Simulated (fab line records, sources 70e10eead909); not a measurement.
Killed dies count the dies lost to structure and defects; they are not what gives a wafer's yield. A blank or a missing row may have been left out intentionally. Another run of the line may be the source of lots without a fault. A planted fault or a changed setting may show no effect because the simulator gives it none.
Which tool is to blame? -- flow nand_harc -- 66 wafers from 22 lots sampled at 5 of the route's 1159 steps

## WHAT THE GAUGES SHOWED, per wafer
NHARC_A_SOURCE_PLATE_THK_MEAS_06: measures by ellipsometry. Usual: thk_nm reads 199.3 nm (standard deviation 2).
lot,measured,on,thk_nm (nm),flag
L074,day 7 12:56,film_metro-01,197.6 198.7 197.7,
L076,day 7 18:35,film_metro-02,198.0 197.7 195.9,
L075,day 7 18:35,film_metro-01,203.0 200.5 202.8,
L077,day 8 15:13,film_metro-02,201.2 199.8 202.6,
L078,day 8 15:13,film_metro-01,199.5 200.3 199.8,
L079,day 8 20:43,film_metro-02,201.5 201.0 201.6,
L080,day 8 20:43,film_metro-01,197.0 196.7 195.5,
L081,day 9 07:25,film_metro-02,200.6 199.0 199.1,
L082,day 9 13:56,film_metro-02,201.7 200.7 199.8,
L084,day 9 13:56,film_metro-01,203.1 203.0 201.2,
L083,day 9 18:37,film_metro-02,201.8 200.6 200.6,
L085,day 10 23:04,film_metro-02,195.8 199.0 194.8,
L086,day 11 06:47,film_metro-02,203.3 202.0 200.7,
L087,day 11 14:52,film_metro-01,200.0 197.1 198.5,
L089,day 11 14:52,film_metro-01,199.8 197.8 202.7,
L090,day 11 14:52,film_metro-02,199.1 200.8 198.6,
L092,day 12 03:22,film_metro-02,199.5 202.9 199.0,
L093,day 12 08:22,film_metro-02,199.6 198.4 200.8,
L095,day 12 08:22,film_metro-01,194.6 196.9 196.3,
L094,day 12 11:58,film_metro-01,198.5 199.2 199.2,
L096,day 13 02:47,film_metro-01,198.1 199.7 199.7,
L097,day 13 13:19,film_metro-02,198.8 200.1 196.1,

## WHICH TOOL RAN EACH LOT (tool, then ch and the chambers of the sampled wafers, then the start)
lot,NHARC_P_CONTACT_CMP_24,NHARC_P_M0_STRIP_18,NHARC_P_BONDPAD_DESCUM_11,NHARC_P_BONDPAD_STRIP_15
L074,"cmp-04 ch 0,1,3, day 5 21:07","rie_diel-08 ch 1,3, day 5 22:58","rie_diel-06 ch 0,1,3, day 6 11:15","rie_diel-11 ch 0,2,3, day 6 11:37"
L076,"cmp-01 ch 0,2,3, day 6 01:58","rie_diel-04 ch 1,3, day 6 03:44","rie_diel-02 ch 1,2, day 6 16:15","rie_diel-06 ch 0,2, day 6 16:40"
L075,"cmp-01 ch 0,2,3, day 6 02:31","rie_diel-04 ch 0,1,3, day 6 04:32","rie_diel-06 ch 0,1,3, day 6 17:09","rie_diel-06 ch 0,2,3, day 6 17:33"
L077,"cmp-04 ch 1,2, day 6 23:17","rie_diel-08 ch 0,3, day 7 01:04","rie_diel-06 ch 0,2,3, day 7 13:37","rie_diel-06 ch 0,1,2, day 7 14:02"
L078,"cmp-02 ch 0,1,2, day 6 23:50","rie_diel-04 ch 0,1,2, day 7 01:43","rie_diel-11 ch 1,2,3, day 7 15:22","rie_diel-02 ch 0,1,3, day 7 15:56"
L079,"cmp-01 ch 1,2,3, day 7 04:14","rie_diel-08 ch 1,2,3, day 7 05:59","rie_diel-06 ch 1,2,3, day 7 19:02","rie_diel-06 ch 1,2,3, day 7 19:25"
L080,"cmp-04 ch 0,2,3, day 7 05:23","rie_diel-01 ch 1,2,3, day 7 07:16","rie_diel-06 ch 1,2,3, day 7 19:44","rie_diel-11 ch 0,1,3, day 7 20:09"
L081,"cmp-01 ch 1,2,3, day 7 14:10","rie_diel-04 ch 0,2, day 7 16:01","rie_diel-06 ch 2,3, day 8 04:11","rie_diel-06 ch 2,3, day 8 04:34"
L082,"cmp-01 ch 0,1,2, day 7 18:46","rie_diel-08 ch 1,2,3, day 7 20:48","rie_diel-06 ch 0,1,3, day 8 09:14","rie_diel-06 ch 1,2,3, day 8 09:38"
L084,"cmp-01 ch 0,1, day 7 23:51","rie_diel-01 ch 1,3, day 8 01:46","rie_diel-06 ch 1,2,3, day 8 14:37","rie_diel-11 ch 1,3, day 8 15:00"
L083,"cmp-02 ch 0,1,3, day 7 23:59","rie_diel-01 ch 0,1,3, day 8 02:29","rie_diel-06 ch 0,1,2, day 8 15:03","rie_diel-06 ch 0,1, day 8 15:26"
L085,"cmp-01 ch 1,2,3, day 9 04:37","rie_diel-01 ch 1,2,3, day 9 06:24","rie_diel-06 ch 0,2,3, day 9 19:20","rie_diel-11 ch 1,2,3, day 9 19:43"
L086,"cmp-02 ch 0,2,3, day 9 14:38","rie_diel-08 ch 0,2, day 9 16:30","rie_diel-06 ch 1,3, day 10 04:40","rie_diel-11 ch 1,2,3, day 10 05:07"
L087,"cmp-02 ch 0,1,3, day 9 19:54","rie_diel-08 ch 0,1,3, day 9 21:46","rie_diel-06 ch 1,2,3, day 10 10:06","rie_diel-11 ch 1,2, day 10 10:45"
L089,"cmp-02 ch 2,3, day 9 21:55","rie_diel-08 ch 0,2, day 9 23:48","rie_diel-06 ch 1,3, day 10 12:19","rie_diel-02 ch 0,1,2, day 10 12:42"
L090,"cmp-04 ch 0,1,3, day 9 22:28","rie_diel-01 ch 1,2,3, day 10 00:12","rie_diel-11 ch 1,2,3, day 10 13:17","rie_diel-06 ch 0,1,2, day 10 13:43"
L092,"cmp-01 ch 0,1,2, day 10 08:20","rie_diel-04 ch 1,2,3, day 10 10:04","rie_diel-06 ch 0,2,3, day 10 23:33","rie_diel-06 ch 0,2,3, day 10 23:56"
L093,"cmp-01 ch 0,3, day 10 13:08","rie_diel-04 ch 0,1, day 10 14:53","rie_diel-02 ch 2,3, day 11 04:44","rie_diel-11 ch 0,1,2, day 11 05:10"
L095,"cmp-02 ch 0,1, day 10 17:14","rie_diel-01 ch 2,3, day 10 19:08","rie_diel-11 ch 0,1,2, day 11 07:27","rie_diel-02 ch 0,1,2, day 11 08:17"
L094,"cmp-01 ch 1,2,3, day 10 17:37","rie_diel-04 ch 2,3, day 10 19:28","rie_diel-11 ch 0,1,2, day 11 08:29","rie_diel-11 ch 2,3, day 11 08:57"
L096,"cmp-01 ch 0,1,2, day 11 07:32","rie_diel-01 ch 0,1,2, day 11 09:34","rie_diel-06 ch 0,2, day 11 22:13","rie_diel-11 ch 0,1,3, day 11 22:39"
L097,"cmp-01 ch 0,2,3, day 11 21:18","rie_diel-08 ch 0,1,3, day 11 23:04","rie_diel-11 ch 0,1,2, day 12 11:32","rie_diel-06 ch 0,1,2, day 12 11:55"
- NHARC_P_CONTACT_CMP_24: polishes, t overpolish 30 s, target thk 200 nm.
- NHARC_P_M0_STRIP_18: strips in N2/H2.
- NHARC_P_BONDPAD_DESCUM_11: chemistry O2, time 3 s.
- NHARC_P_BONDPAD_STRIP_15: strips in O2.

## AS READ BY THE TOOLS THEMSELVES (means over the sampled wafers that have a number; for cases with no such wafer, the mark the record gives instead)
NHARC_P_CONTACT_CMP_24. Usual: motor_current_A 11.9 A, standard deviation 1.1; overpolish_run_s 29.999 s, standard deviation 0.0084; slurry_filter_dp_kPa 13.50 kPa, standard deviation 0.14; time_to_endpoint_s 39.3 s, standard deviation 2.7.
lot,tool,motor_current_A (A),overpolish_run_s (s),slurry_filter_dp_kPa (kPa),time_to_endpoint_s (s),flag
L074,cmp-04,11.7,29.999,13.44,34.9,
L076,cmp-01,11.8,29.994,13.45,42.4,
L075,cmp-01,11.7,30.008,13.55,37.9,
L077,cmp-04,11.5,30.011,13.62,39.5,
L078,cmp-02,11.4,30.004,13.49,42.1,
L079,cmp-01,12.3,29.993,13.45,38.4,
L080,cmp-04,11.9,30.004,13.53,36.3,
L081,cmp-01,12.0,29.994,13.45,35.2,
L082,cmp-01,11.7,30.001,13.59,39.2,
L084,cmp-01,12.5,29.994,13.32,41.3,
L083,cmp-02,11.9,29.997,13.52,41.5,
L085,cmp-01,12.1,30.003,13.46,40.1,
L086,cmp-02,11.4,30.000,13.47,40.0,
L087,cmp-02,12.1,30.003,13.49,41.2,
L089,cmp-02,12.5,29.993,13.43,42.6,
L090,cmp-04,11.9,30.008,13.54,40.2,
L092,cmp-01,12.1,30.000,13.59,37.5,
L093,cmp-01,11.8,29.997,13.43,38.7,
L095,cmp-02,11.0,29.989,13.52,39.6,
L094,cmp-01,12.2,30.005,13.46,41.8,
L096,cmp-01,12.1,29.987,13.54,38.7,
L097,cmp-01,11.9,29.994,13.48,37.9,

NHARC_P_M0_STRIP_18. Usual: drypump_motor_current_A 5.7 A, standard deviation 0.49; oes_product_au 1.006 a.u., standard deviation 0.011; rf_vpp_V 90.5 V, standard deviation 0.98; showerhead_plenum_p_Torr 2.00 Torr, standard deviation 0.097; throttle_valve_pct 14.171 %, standard deviation 0.0077.
lot,tool,drypump_motor_current_A (A),oes_product_au (a.u.),rf_vpp_V (V),showerhead_plenum_p_Torr (Torr),throttle_valve_pct (%),flag
L074,rie_diel-08,5.7,1.008,89.8,2.00,14.172,
L076,rie_diel-04,5.7,0.997,92.5,2.13,14.177,
L075,rie_diel-04,5.7,1.001,89.9,2.04,14.176,
L077,rie_diel-08,6.1,1.000,91.3,2.03,14.177,
L078,rie_diel-04,5.9,1.005,89.9,1.94,14.169,
L079,rie_diel-08,5.6,1.002,90.7,1.97,14.170,
L080,rie_diel-01,5.5,1.019,90.9,2.04,14.163,
L081,rie_diel-04,5.4,1.012,89.7,1.91,14.170,
L082,rie_diel-08,5.6,1.001,90.0,1.97,14.163,
L084,rie_diel-01,5.5,1.020,90.9,2.05,14.170,
L083,rie_diel-01,5.5,1.017,91.3,2.02,14.168,
L085,rie_diel-01,5.5,1.009,91.0,2.04,14.174,
L086,rie_diel-08,6.0,1.002,90.7,2.00,14.169,
L087,rie_diel-08,6.0,0.996,90.2,1.99,14.168,
L089,rie_diel-08,5.7,1.009,91.1,1.99,14.166,
L090,rie_diel-01,5.5,1.020,89.8,2.03,14.174,
L092,rie_diel-04,5.8,0.991,90.3,2.03,14.177,
L093,rie_diel-04,5.7,1.003,90.5,1.94,14.169,
L095,rie_diel-01,5.9,1.015,90.5,1.97,14.178,
L094,rie_diel-04,5.5,0.999,89.8,2.00,14.169,
L096,rie_diel-01,5.6,1.007,91.0,2.01,14.167,
L097,rie_diel-08,6.0,0.999,90.6,1.99,14.172,

NHARC_P_BONDPAD_DESCUM_11. Usual: drypump_motor_current_A 6.1 A, standard deviation 0.45; oes_product_au 0.999 a.u., standard deviation 0.0078; rf_vpp_V 58.0 V, standard deviation 0.89; showerhead_plenum_p_Torr 1.94 Torr, standard deviation 0.075; throttle_valve_pct 11.311 %, standard deviation 0.0098.
lot,tool,drypump_motor_current_A (A),oes_product_au (a.u.),rf_vpp_V (V),showerhead_plenum_p_Torr (Torr),throttle_valve_pct (%),flag
L074,rie_diel-06,6.4,1.009,57.2,1.93,11.317,
L076,rie_diel-02,5.5,0.994,57.4,1.85,11.312,
L075,rie_diel-06,6.4,1.004,58.0,1.93,11.308,
L077,rie_diel-06,6.2,1.001,58.5,1.99,11.310,
L078,rie_diel-11,5.6,1.008,57.9,1.97,11.314,
L079,rie_diel-06,6.1,1.002,57.9,1.94,11.304,
L080,rie_diel-06,6.1,1.008,58.5,1.94,11.315,
L081,rie_diel-06,6.1,0.994,58.9,1.99,11.309,
L082,rie_diel-06,6.4,1.003,58.2,1.93,11.300,
L084,rie_diel-06,6.1,0.999,58.9,1.94,11.312,
L083,rie_diel-06,6.1,1.002,57.5,1.94,11.311,
L085,rie_diel-06,6.2,0.998,57.9,1.99,11.316,
L086,rie_diel-06,6.3,0.999,58.2,1.87,11.309,
L087,rie_diel-06,6.1,0.999,57.6,1.94,11.311,
L089,rie_diel-06,6.4,1.004,59.0,1.93,11.315,
L090,rie_diel-11,5.6,0.997,57.9,1.97,11.310,
L092,rie_diel-06,6.1,0.997,58.1,1.99,11.313,
L093,rie_diel-02,6.0,1.003,57.7,1.84,11.307,
L095,rie_diel-11,5.8,1.008,58.0,1.96,11.314,
L094,rie_diel-11,5.8,1.005,58.2,1.96,11.310,
L096,rie_diel-06,5.8,0.994,59.2,2.00,11.308,
L097,rie_diel-11,5.8,0.992,58.4,1.96,11.320,

NHARC_P_BONDPAD_STRIP_15. Usual: drypump_motor_current_A 6.0 A, standard deviation 0.47; oes_product_au 1.001 a.u., standard deviation 0.0077; rf_vpp_V 57.9 V, standard deviation 0.82; showerhead_plenum_p_Torr 3.57 Torr, standard deviation 0.13; throttle_valve_pct 17.036 %, standard deviation 0.0093.
lot,tool,drypump_motor_current_A (A),oes_product_au (a.u.),rf_vpp_V (V),showerhead_plenum_p_Torr (Torr),throttle_valve_pct (%),flag
L074,rie_diel-11,5.7,0.994,57.4,3.64,17.030,
L076,rie_diel-06,6.2,0.996,57.2,3.67,17.040,
L075,rie_diel-06,6.2,1.008,57.9,3.67,17.042,
L077,rie_diel-06,6.1,1.003,57.9,3.57,17.038,
L078,rie_diel-02,6.0,0.996,57.8,3.35,17.046,
L079,rie_diel-06,6.1,1.004,58.0,3.57,17.040,
L080,rie_diel-11,5.8,0.994,59.3,3.59,17.037,
L081,rie_diel-06,6.1,0.999,58.1,3.66,17.044,
L082,rie_diel-06,6.1,1.003,57.4,3.57,17.045,
L084,rie_diel-11,5.7,1.005,58.4,3.59,17.037,
L083,rie_diel-06,6.4,1.003,58.1,3.47,17.041,
L085,rie_diel-11,5.6,1.002,57.9,3.62,17.037,
L086,rie_diel-11,5.6,0.998,58.7,3.62,17.024,
L087,rie_diel-11,5.5,1.000,57.9,3.65,17.032,
L089,rie_diel-02,5.7,1.011,57.5,3.39,17.033,
L090,rie_diel-06,6.2,1.005,57.7,3.57,17.032,
L092,rie_diel-06,6.2,1.000,58.5,3.66,17.038,
L093,rie_diel-11,5.8,0.998,59.0,3.61,17.036,
L095,rie_diel-02,5.7,1.004,57.3,3.39,17.036,
L094,rie_diel-11,5.4,1.006,58.0,3.65,17.029,
L096,rie_diel-11,5.8,0.996,57.7,3.57,17.035,
L097,rie_diel-06,6.1,0.994,58.0,3.57,17.045,

## THE ANSWER, worked out from the rows above alone
Rule: lot off if the mean of its wafers having a number is beyond 3 standard deviations from the usual mean. Also off: a lot with no number at a reading for which 4 or more lots have one. All remaining lots with rows at the step are treated as sound. First the gauges in route order, then the tools' own readings, where a lot's mean is used as printed above. The first step at which some lot is off is used, and at that step the reading that is off furthest; a lot without a number counts as furthest.
No lot is off at any reading shown: from this, nothing can be told.

## WHAT THE SIMULATOR HAD PUT IN
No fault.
